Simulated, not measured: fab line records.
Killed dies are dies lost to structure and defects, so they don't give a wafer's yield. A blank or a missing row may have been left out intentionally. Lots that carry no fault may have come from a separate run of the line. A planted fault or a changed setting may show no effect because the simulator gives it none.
Matching of chambers / flow n5 finfet / N5_BEOL_M10_DEP_56 on pecvd-03 has 3 sister chambers
The step deposits SiCN from 3MS/NH3, target thk 15 nm, time 26.5 s. 3 wafers are shown with their chamber, then 7 later ones without.

WAFERS, EACH WITH ITS CHAMBER
wafer=L089.3; chamber=0; throttle valve pct (%)=9.3
wafer=L076.3; chamber=1; throttle valve pct (%)=9.2
wafer=L076.4; chamber=2; throttle valve pct (%)=8.6

WAFERS WHOSE CHAMBER IS MISSING
wafer=L076.6; throttle valve pct (%)=9.2
wafer=L094.1; throttle valve pct (%)=9.6
wafer=L094.3; throttle valve pct (%)=8.4
wafer=L094.4; throttle valve pct (%)=8.9
wafer=L097.1; throttle valve pct (%)=9.2
wafer=L097.5; throttle valve pct (%)=8.6
wafer=L097.6; throttle valve pct (%)=9.4

WHICH CHAMBER EACH ONE RAN IN
wafer=L076.6; from the rows above=can't be placed: 1 or 0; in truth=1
wafer=L094.1; from the rows above=can't be placed: 0 or 1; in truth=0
wafer=L094.3; from the rows above=2; in truth=2
wafer=L094.4; from the rows above=can't be placed: 1 or 2 or 0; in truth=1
wafer=L097.1; from the rows above=can't be placed: 1 or 0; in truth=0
wafer=L097.5; from the rows above=2; in truth=2
wafer=L097.6; from the rows above=can't be placed: 0 or 1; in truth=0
Placed correctly: 2 of 7. These rows do not allow placing 5 (true chamber among the candidates in 5). Wrongly placed: 0.
How it was worked out, from the rows above alone: a wafer's distance from a chamber is the root of the sum, over the readings, of the square of ((its reading less the chamber's mean) divided by the reading's scatter). If the next closest chamber is less than 2 further off than the closest, the wafer can't be placed; otherwise it belongs to the closest. For every chamber, the mean is computed from those of its wafers that are shown. The scatter (one wafer shown for each chamber): square how far every hidden wafer sits from the nearest shown wafer, average those squares and take the square root.
